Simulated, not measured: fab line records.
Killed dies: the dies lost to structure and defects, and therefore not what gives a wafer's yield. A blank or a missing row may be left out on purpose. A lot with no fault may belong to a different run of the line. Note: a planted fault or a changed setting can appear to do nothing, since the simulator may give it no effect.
Split-lot experiment + flow n5_finfet + 7 lots, 21 wafers read, on a route of 1938 steps

THE SPLIT ITSELF
At N5_WELL_APT_COAT_02 (resist thk 950 nm), the setting spin_rpm was moved away from the recipe's 1357 rpm on 9 of the 21 wafers read, by -10.2% to +10.2%. The other wafers ran this setting at the recipe's value.

Reading taken at the split's own step.

THE READING
coat_of_WELL_APT_COAT_02.thk_nm (the simulator's own value, which no gauge read), in nm, at N5_WELL_APT_COAT_02 (resist thk 950 nm). There is no usual value for it anywhere in the file. Average 951.7 nm, standard deviation 2.3 nm, over the 12 wafers here run with the recipe.

| wafer  | tool, chamber at the split | spin_rpm as run, rpm | against the recipe | coat_of_WELL_APT_COAT_02.thk_nm, nm | against lot-mates on the recipe |
|--------|----------------------------|----------------------|--------------------|-------------------------------------|---------------------------------|
| L075.1 | litho_track-03, 0          | 1294                 | -4.6%              | 977.8                               | +23.6                           |
| L075.3 | litho_track-03, 0          | 1294                 | -4.6%              | 976.2                               | +22.0                           |
| L075.5 | litho_track-03, 0          | 1357                 | recipe             | 954.2                               | -                               |
| L076.1 | litho_track-04, 0          | 1357                 | recipe             | 953.1                               | -                               |
| L076.2 | litho_track-04, 0          | 1357                 | recipe             | 953.8                               | -                               |
| L076.4 | litho_track-04, 0          | 1357                 | recipe             | 951.4                               | -                               |
| L079.1 | litho_track-05, 0          | 1357                 | recipe             | 949.8                               | -                               |
| L079.2 | litho_track-05, 0          | 1357                 | recipe             | 948.1                               | -                               |
| L079.4 | litho_track-05, 0          | 1357                 | recipe             | 950.8                               | -                               |
| L084.4 | litho_track-05, 0          | 1496                 | +10.2%             | 905.6                               | -45.5                           |
| L084.5 | litho_track-05, 0          | 1496                 | +10.2%             | 904.6                               | -46.5                           |
| L084.6 | litho_track-05, 0          | 1357                 | recipe             | 951.1                               | -                               |
| L088.1 | litho_track-04, 0          | 1357                 | recipe             | 950.8                               | -                               |
| L088.2 | litho_track-04, 0          | 1357                 | recipe             | 948.7                               | -                               |
| L088.4 | litho_track-04, 0          | 1218                 | -10.2%             | 1001                                | +51.2                           |
| L094.1 | litho_track-03, 0          | 1433                 | +5.6%              | 929.6                               | -26.8                           |
| L094.5 | litho_track-03, 0          | 1357                 | recipe             | 956.4                               | -                               |
| L094.6 | litho_track-03, 0          | 1433                 | +5.6%              | 929.4                               | -27.0                           |
| L096.1 | litho_track-04, 0          | 1476                 | +8.8%              | 910.9                               | -41.0                           |
| L096.4 | litho_track-04, 0          | 1357                 | recipe             | 951.9                               | -                               |
| L096.6 | litho_track-04, 0          | 1476                 | +8.8%              | 910.3                               | -41.6                           |

THE FIT
A straight line over all 21 wafers: coat_of_WELL_APT_COAT_02.thk_nm changes by -4.68 nm for each +1% of spin_rpm; r = -1.00; the points scatter about the line by 2.4 nm.
The same after taking each lot's own level away (the mean of its wafers on the recipe; 21 wafers): -4.73 nm for each +1%; r = -1.00; scatter 1.2 nm.
According to that fit, moving spin_rpm by its largest amount changes the reading by 48 nm.
From 949.57 to 956.40 nm: that is the span of the lots' own levels, equal to 3.0 times the standard deviation above.
The two slopes are in agreement: the lot-to-lot level therefore moves the slope only a little.
Check: -48.6 nm against its lot-mates is what the line predicts for one of the wafers moved furthest among these (+10.2%) when that wafer is left out of the fit. It came out at -45.5 nm against them.

OTHER SPLITS APPLIED TO THESE WAFERS
Other splits were also applied to these wafers ahead of the reading. Each is held against what the fit with the lots' levels taken away leaves over:
| other split on the same wafers  | wafers away from the commonest value | r with coat_of_WELL_APT_COAT_02.thk_nm (lot level and that fit taken away) |
|---------------------------------|--------------------------------------|----------------------------------------------------------------------------|
| N5_ZERO_LAYER_EXPOSE_08 dose_mj | 5                                    | -0.45                                                                      |

THE FILE'S OWN FIT
coat_of_WELL_APT_COAT_02.thk_nm changes by -4.74 nm for each +1% of spin_rpm, r = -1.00.
